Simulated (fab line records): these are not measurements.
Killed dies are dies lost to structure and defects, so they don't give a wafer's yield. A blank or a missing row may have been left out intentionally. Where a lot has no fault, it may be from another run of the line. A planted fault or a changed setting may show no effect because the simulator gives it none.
Chamber matching	flow n5Finfet	pecvd-02 running N5_BEOL_M0_SAQP_PECVD_04: 3 sister chambers
The step deposits a-Si from SiH4/He, target thk 60 nm, time 60.2 s. 14 wafers are shown with their chamber, then 7 later ones without.

WAFERS WITH THEIR CHAMBER
wafer	chamber	showerheadPlenumPTorr (Torr)	heaterPowerW (W)	heaterPowerOuterW (W)
L429.2	1	5.73	764	482
L429.3	2	5.68	721	440
L429.5	0	5.70	537	333
L430.1	1	5.73	728	450
L430.4	0	5.70	585	357
L430.5	0	5.69	565	368
L432.2	0	5.68	578	366
L432.5	1	5.73	695	447
L432.6	2	5.69	708	429
L434.4	2	5.69	775	494
L434.5	1	5.73	729	459
L434.6	2	5.69	779	479
L436.2	2	5.67	684	426
L436.3	0	5.68	595	371

SIGNATURES, as means of the wafers listed above
reading	chamber 0	chamber 1	chamber 2	scatter within a chamber
showerheadPlenumPTorr	5.6900	5.7300	5.6840	0.00809
heaterPowerW	572.00	729.00	733.40	32.2
heaterPowerOuterW	359.00	459.50	453.60	22.4
Rule: for each reading, subtract the chamber's mean from the wafer's reading, divide by that reading's scatter and square the result; add these up over the readings and take the root, which gives the wafer's distance from the chamber. The wafer belongs to the nearest chamber; if the next one is less than 2 further off, it can't be placed. The scatter: the root of (the sum of the squares of (reading less its chamber's mean) over the shown wafers, divided by (wafers less chambers)).

WAFERS WITH NO CHAMBER GIVEN
wafer	showerheadPlenumPTorr (Torr)	heaterPowerW (W)	heaterPowerOuterW (W)
L436.5	5.73	802	493
L448.3	5.75	720	452
L448.4	5.67	572	368
L448.6	5.74	737	462
L451.3	5.74	793	501
L451.5	5.72	791	490
L451.6	5.68	534	340

WHICH CHAMBER EACH ONE RAN IN
wafer	from the rows above	in truth
L436.5	1	1
L448.3	1	1
L448.4	0	0
L448.6	1	1
L451.3	1	1
L451.5	1	1
L451.6	0	0
Placed correctly: 7 of 7. Number that these rows cannot place: 0. 0 placed wrongly.
